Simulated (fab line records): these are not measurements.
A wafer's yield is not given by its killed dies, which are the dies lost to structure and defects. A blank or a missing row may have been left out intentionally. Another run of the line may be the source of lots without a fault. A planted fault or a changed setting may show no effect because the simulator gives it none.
Which tool is to blame? ; flow n5-finfet ; 72 wafers from 24 lots sampled at 6 of the route's 1938 steps

## WHAT THE GAUGES READ, wafer by wafer
N5_BEOL_M6_CD_MEAS_28: the cd target is 40 nm. Usual: cd-nm reads 40.08 nm (standard deviation 0.25).
lot;measured;on;cd-nm (nm);flag
L074;day 8 19:17;cd-sem-02;40.28 39.59 39.97;
L075;day 9 01:37;cd-sem-03;39.72 39.60 39.91;
L076;day 9 04:17;cd-sem-03;40.48 40.18 39.59;
L077;day 9 11:16;cd-sem-01;39.93 39.75 40.02;
L078;day 9 15:00;cd-sem-02;40.40 39.83 40.44;
L079;day 9 18:23;cd-sem-01;40.50 40.18 40.66;
L080;day 9 23:04;cd-sem-02;40.57 40.13 40.09;
L081;day 10 08:38;cd-sem-02;40.04 39.56 40.09;
L082;day 10 17:43;cd-sem-02;40.17 40.50 40.40;
L083;day 10 22:04;cd-sem-01;40.09 40.30 40.04;
L084;day 11 05:17;cd-sem-02;40.47 40.41 40.04;
L085;day 11 09:23;cd-sem-02;39.92 40.14 39.86;
L086;day 11 11:26;cd-sem-01;40.06 39.73 40.19;
L087;day 12 06:10;cd-sem-03;40.20 39.87 40.36;
L090;day 12 18:14;cd-sem-01;39.95 40.08 39.97;
L088;day 12 18:17;cd-sem-02;40.35 39.86 40.45;
L089;day 12 18:20;cd-sem-01;39.74 40.21 40.11;
L091;day 12 20:13;cd-sem-02;40.06 40.03 40.78;
L092;day 13 11:39;cd-sem-02;40.20 40.15 40.34;
L093;day 13 12:08;cd-sem-03;39.60 40.07 40.00;
L094;day 13 16:31;cd-sem-01;39.76 40.08 40.17;
L095;day 13 23:26;cd-sem-03;40.32 40.20 40.13;
L096;day 14 22:42;cd-sem-03;40.31 40.24 39.74;
L097;day 14 23:03;cd-sem-01;39.68 39.90 39.96;

## EACH LOT AND THE TOOL THAT RAN IT (in order: tool; ch and the chambers of the sampled wafers; start)
lot;N5_BEOL_M5_SPUTTER_48;N5_BEOL_M5_SPUTTER_83;N5_BEOL_M5_PRE_CLEAN_77;N5_BEOL_M6_ILD_DEP_00;N5_BEOL_M6_ETCH_62
L074;pvd-sputter-02, day 8 08:34;pvd-sputter-02, day 8 10:44;cvd-co-02 ch 0,2, day 8 13:44;pecvd-02 ch 1,2, day 8 14:02;rie-diel-05 ch 0,2,3, day 8 16:53
L075;pvd-sputter-02, day 8 15:45;pvd-sputter-02, day 8 17:55;cvd-co-01 ch 0,1,2, day 8 21:00;pecvd-01 ch 0,1,2, day 8 21:17;rie-diel-06 ch 2,3, day 8 22:59
L076;pvd-sputter-01, day 8 17:30;pvd-sputter-01, day 8 19:40;cvd-co-02 ch 0,1, day 8 23:12;pecvd-03 ch 0,1, day 8 23:29;rie-diel-05 ch 0,3, day 9 03:13
L077;pvd-sputter-01, day 9 00:42;pvd-sputter-01, day 9 02:53;cvd-co-01 ch 0,1,2, day 9 05:53;pecvd-03 ch 1,2, day 9 06:10;rie-diel-02 ch 0,1,2, day 9 09:09
L078;pvd-sputter-03, day 9 07:07;pvd-sputter-03, day 9 09:17;cvd-co-01 ch 0,1,2, day 9 12:18;pecvd-03 ch 0,2, day 9 12:35;rie-diel-05 ch 2,3, day 9 14:11
L079;pvd-sputter-01, day 9 10:21;pvd-sputter-01, day 9 12:31;cvd-co-02 ch 0,2, day 9 15:32;pecvd-01 ch 0,2, day 9 15:49;rie-diel-06 ch 0,1, day 9 17:17
L080;pvd-sputter-01, day 9 14:54;pvd-sputter-01, day 9 17:04;cvd-co-02 ch 0,1,2, day 9 20:04;pecvd-01 ch 0,2, day 9 20:23;rie-diel-02 ch 0,2, day 9 22:16
L081;pvd-sputter-02, day 9 23:31;pvd-sputter-02, day 10 01:41;cvd-co-01 ch 0,1, day 10 04:46;pecvd-01 ch 0,2, day 10 05:02;rie-diel-05 ch 0,2,3, day 10 07:19
L082;pvd-sputter-03, day 10 07:04;pvd-sputter-03, day 10 09:14;cvd-co-02 ch 0,1, day 10 12:15;pecvd-01 ch 0,2, day 10 12:32;rie-diel-05 ch 0,2,3, day 10 15:53
L083;pvd-sputter-01, day 10 10:54;pvd-sputter-01, day 10 13:05;cvd-co-02 ch 0,1,2, day 10 16:05;pecvd-01 ch 1,2, day 10 16:22;rie-diel-05 ch 0,1, day 10 19:36
L084;pvd-sputter-03, day 10 18:23;pvd-sputter-03, day 10 20:34;cvd-co-02 ch 1,2, day 10 23:34;pecvd-03 ch 0,1,2, day 10 23:51;rie-diel-06 ch 0,2,3, day 11 01:49
L085;pvd-sputter-02, day 11 00:58;pvd-sputter-02, day 11 03:08;cvd-co-02 ch 0,1, day 11 06:08;pecvd-01 ch 0,1,2, day 11 06:25;rie-diel-06 ch 2,3, day 11 08:36
L086;pvd-sputter-03, day 11 02:10;pvd-sputter-03, day 11 04:20;cvd-co-02 ch 0,1,2, day 11 07:23;pecvd-03 ch 0,1, day 11 07:40;rie-diel-05 ch 0,2, day 11 10:22
L087;pvd-sputter-03, day 11 16:58;pvd-sputter-03, day 11 19:08;cvd-co-01 ch 0,2, day 11 22:27;pecvd-02 ch 0,1, day 11 22:44;rie-diel-02 ch 1,2, day 12 02:23
L090;pvd-sputter-01, day 12 02:10;pvd-sputter-01, day 12 04:20;cvd-co-01 ch 0,1,2, day 12 07:20;pecvd-01 ch 0,1, day 12 07:38;rie-diel-05 ch 1,3, day 12 12:41
L088;pvd-sputter-03, day 12 07:20;pvd-sputter-03, day 12 09:31;cvd-co-01 ch 0,1, day 12 12:31;pecvd-01 ch 0,1, day 12 12:52;rie-diel-05 ch 1,2,3, day 12 14:26
L089;pvd-sputter-02, day 12 07:31;pvd-sputter-02, day 12 09:42;cvd-co-01 ch 0,1, day 12 12:42;pecvd-03 ch 0,1, day 12 13:02;rie-diel-06 ch 0,2,3, day 12 14:35
L091;pvd-sputter-01, day 12 09:47;pvd-sputter-01, day 12 11:58;cvd-co-01 ch 0,1, day 12 15:01;pecvd-02 ch 0,2, day 12 15:18;rie-diel-06 ch 0,2,3, day 12 19:29
L092;pvd-sputter-03, day 12 21:24;pvd-sputter-03, day 13 01:53;cvd-co-01 ch 0,1,2, day 13 04:54;pecvd-03 ch 0,1,2, day 13 05:11;rie-diel-02 ch 0,1,3, day 13 08:43
L093;pvd-sputter-02, day 13 00:12;pvd-sputter-02, day 13 02:22;cvd-co-02 ch 1,2, day 13 06:07;pecvd-01 ch 0,1,2, day 13 06:25;rie-diel-06 ch 2,3, day 13 09:28
L094;pvd-sputter-02, day 13 07:43;pvd-sputter-02, day 13 09:53;cvd-co-01 ch 0,2, day 13 12:53;pecvd-01 ch 0,1, day 13 13:10;rie-diel-05 ch 0,1, day 13 14:50
L095;pvd-sputter-01, day 13 14:10;pvd-sputter-01, day 13 16:20;cvd-co-02 ch 0,2, day 13 19:20;pecvd-02 ch 0,2, day 13 19:38;rie-diel-02 ch 0,1,3, day 13 22:31
L096;pvd-sputter-02, day 14 05:52;pvd-sputter-02, day 14 08:02;cvd-co-01 ch 0,2, day 14 11:02;pecvd-03 ch 0,1, day 14 11:19;rie-diel-02 ch 1,2, day 14 17:42
L097;pvd-sputter-02, day 14 12:35;pvd-sputter-02, day 14 14:46;cvd-co-02 ch 0,2, day 14 17:46;pecvd-02 ch 1,2, day 14 18:04;rie-diel-05 ch 0,1,3, day 14 19:50
- N5_BEOL_M5_SPUTTER_48: material Cu, target thk 15 nm, time 27.62 s.
- N5_BEOL_M5_SPUTTER_83: material Cu, target thk 15 nm, time 27.62 s.
- N5_BEOL_M5_PRE_CLEAN_77: time 15 s.
- N5_BEOL_M6_ILD_DEP_00: deposits SiCOH lowk from DEMS/porogen, target thk 179.75 nm, time 33.4 s.
- N5_BEOL_M6_ETCH_62: etches SOC in N2/H2, target depth 110 nm, overetch 22 nm, time 165 s.

## AS READ BY THE TOOLS THEMSELVES (means over the sampled wafers that have a number; for cases with no such wafer, the mark the record gives instead)
N5_BEOL_M5_SPUTTER_48. Usual: throttle-valve-pct reads 30.1 % (standard deviation 1.2).
lot;tool;throttle-valve-pct (%);flag
L074;pvd-sputter-02;30.9;
L075;pvd-sputter-02;28.3;
L076;pvd-sputter-01;30.5;
L077;pvd-sputter-01;30.8;
L078;pvd-sputter-03;30.4;
L079;pvd-sputter-01;30.3;
L080;pvd-sputter-01;30.3;
L081;pvd-sputter-02;28.9;
L082;pvd-sputter-03;30.4;
L083;pvd-sputter-01;30.2;
L084;pvd-sputter-03;30.4;
L085;pvd-sputter-02;30.6;
L086;pvd-sputter-03;30.3;
L087;pvd-sputter-03;30.9;
L090;pvd-sputter-01;30.3;
L088;pvd-sputter-03;30.2;
L089;pvd-sputter-02;29.5;
L091;pvd-sputter-01;30.4;
L092;pvd-sputter-03;30.3;
L093;pvd-sputter-02;29.4;
L094;pvd-sputter-02;30.6;
L095;pvd-sputter-01;30.0;
L096;pvd-sputter-02;30.1;
L097;pvd-sputter-02;30.6;

N5_BEOL_M5_SPUTTER_83. Usual: throttle-valve-pct reads 30.1 % (standard deviation 1.1).
lot;tool;throttle-valve-pct (%);flag
L074;pvd-sputter-02;31.1;
L075;pvd-sputter-02;28.2;
L076;pvd-sputter-01;30.4;
L077;pvd-sputter-01;30.7;
L078;pvd-sputter-03;30.6;
L079;pvd-sputter-01;30.2;
L080;pvd-sputter-01;30.4;
L081;pvd-sputter-02;28.8;
L082;pvd-sputter-03;30.4;
L083;pvd-sputter-01;30.3;
L084;pvd-sputter-03;30.4;
L085;pvd-sputter-02;30.6;
L086;pvd-sputter-03;30.3;
L087;pvd-sputter-03;30.8;
L090;pvd-sputter-01;30.4;
L088;pvd-sputter-03;30.1;
L089;pvd-sputter-02;29.3;
L091;pvd-sputter-01;30.3;
L092;pvd-sputter-03;30.1;
L093;pvd-sputter-02;29.4;
L094;pvd-sputter-02;30.6;
L095;pvd-sputter-01;29.9;
L096;pvd-sputter-02;30.1;
L097;pvd-sputter-02;30.6;

N5_BEOL_M5_PRE_CLEAN_77. Usual: heater-power-w reads 91 W (standard deviation 31).
lot;tool;heater-power-w (W);flag
L074;cvd-co-02;64;
L075;cvd-co-01;83;
L076;cvd-co-02;121;
L077;cvd-co-01;84;
L078;cvd-co-01;84;
L079;cvd-co-02;74;
L080;cvd-co-02;93;
L081;cvd-co-01;104;
L082;cvd-co-02;103;
L083;cvd-co-02;95;
L084;cvd-co-02;84;
L085;cvd-co-02;122;
L086;cvd-co-02;94;
L087;cvd-co-01;85;
L090;cvd-co-01;85;
L088;cvd-co-01;103;
L089;cvd-co-01;104;
L091;cvd-co-01;105;
L092;cvd-co-01;85;
L093;cvd-co-02;86;
L094;cvd-co-01;65;
L095;cvd-co-02;76;
L096;cvd-co-01;84;
L097;cvd-co-02;67;

N5_BEOL_M6_ILD_DEP_00. Usual: heater-power-w 314 W, standard deviation 45; showerhead-plenum-p-Torr 5.751 Torr, standard deviation 0.021; throttle-valve-pct 13.8 %, standard deviation 0.9.
lot;tool;heater-power-w (W);showerhead-plenum-p-Torr (Torr);throttle-valve-pct (%);flag
L074;pecvd-02;293;5.736;14.0;
L075;pecvd-01;307;5.756;14.1;
L076;pecvd-03;329;5.764;13.1;
L077;pecvd-03;313;5.750;13.3;
L078;pecvd-03;350;5.772;13.4;
L079;pecvd-01;322;5.770;13.4;
L080;pecvd-01;281;5.757;13.6;
L081;pecvd-01;275;5.750;13.7;
L082;pecvd-01;288;5.761;13.1;
L083;pecvd-01;343;5.755;14.8;
L084;pecvd-03;311;5.764;13.3;
L085;pecvd-01;315;5.752;14.2;
L086;pecvd-03;311;5.754;13.5;
L087;pecvd-02;290;5.723;13.6;
L090;pecvd-01;321;5.747;14.5;
L088;pecvd-01;324;5.751;15.2;
L089;pecvd-03;314;5.757;13.3;
L091;pecvd-02;319;5.715;13.3;
L092;pecvd-03;312;5.759;13.5;
L093;pecvd-01;311;5.762;14.3;
L094;pecvd-01;294;5.746;14.5;
L095;pecvd-02;331;5.730;13.7;
L096;pecvd-03;318;5.748;13.5;
L097;pecvd-02;300;5.729;13.4;

N5_BEOL_M6_ETCH_62. Usual: drypump-motor-current-A 5.9 A, standard deviation 0.6; h2-flow-sccm 200.0 sccm, standard deviation 0.6; oes-product-au 0.67 a.u., standard deviation 0.064; rf-vpp-V 522.7 V, standard deviation 2.3; showerhead-plenum-p-Torr 2.50 Torr, standard deviation 0.076; throttle-valve-pct 17.7 %, standard deviation 0.36.
lot;tool;drypump-motor-current-A (A);h2-flow-sccm (sccm);oes-product-au (a.u.);rf-vpp-V (V);showerhead-plenum-p-Torr (Torr);throttle-valve-pct (%);flag
L074;rie-diel-05;5.8;199.6;0.66;522.4;2.49;17.7;
L075;rie-diel-06;6.4;200.4;0.67;525.1;2.60;18.0;
L076;rie-diel-05;5.3;200.3;0.69;522.1;2.47;17.4;
L077;rie-diel-02;5.6;199.8;0.71;522.1;2.48;17.6;
L078;rie-diel-05;6.0;199.5;0.63;523.7;2.50;17.8;
L079;rie-diel-06;5.2;199.6;0.66;522.6;2.50;17.9;
L080;rie-diel-02;5.9;200.4;0.68;521.5;2.47;17.9;
L081;rie-diel-05;5.8;200.0;0.64;521.6;2.48;17.7;
L082;rie-diel-05;5.8;200.0;0.64;522.6;2.48;17.7;
L083;rie-diel-05;6.1;199.9;0.67;521.0;2.45;17.7;
L084;rie-diel-06;5.9;199.8;0.65;522.9;2.51;18.1;
L085;rie-diel-06;6.4;199.7;0.65;525.1;2.59;18.0;
L086;rie-diel-05;6.2;199.9;0.62;522.4;2.47;17.9;
L087;rie-diel-02;5.7;199.7;0.68;522.8;2.46;17.5;
L090;rie-diel-05;5.9;200.1;0.71;521.9;2.46;17.4;
L088;rie-diel-05;6.0;199.6;0.66;521.9;2.47;17.6;
L089;rie-diel-06;5.9;200.0;0.63;523.6;2.51;18.1;
L091;rie-diel-06;5.8;200.1;0.63;523.4;2.50;18.1;
L092;rie-diel-02;5.5;200.4;0.72;521.1;2.48;17.7;
L093;rie-diel-06;6.3;200.4;0.68;524.0;2.53;17.9;
L094;rie-diel-05;6.3;200.0;0.68;522.0;2.45;17.6;
L095;rie-diel-02;5.5;200.2;0.72;521.9;2.48;17.7;
L096;rie-diel-02;5.7;200.5;0.66;520.6;2.45;17.5;
L097;rie-diel-05;5.8;199.9;0.66;521.6;2.45;17.6;

## THE ANSWER, worked out from the rows above alone
Rule: lot off if the mean of its wafers having a number is beyond 3 standard deviations from the usual mean. A lot without any number at a reading at which 4 lots or more have one is off too. The other lots that the step has rows for count as sound. After the gauges, taken in route order, come the tools' own readings; for these a lot's mean is taken, as printed above. At the first step where some lot is off, the reading lying furthest off is the one used; lots without a number count as furthest.
None of the lots is off at any reading shown; this tells nothing.

## WHAT HAD BEEN PUT IN BY THE SIMULATOR
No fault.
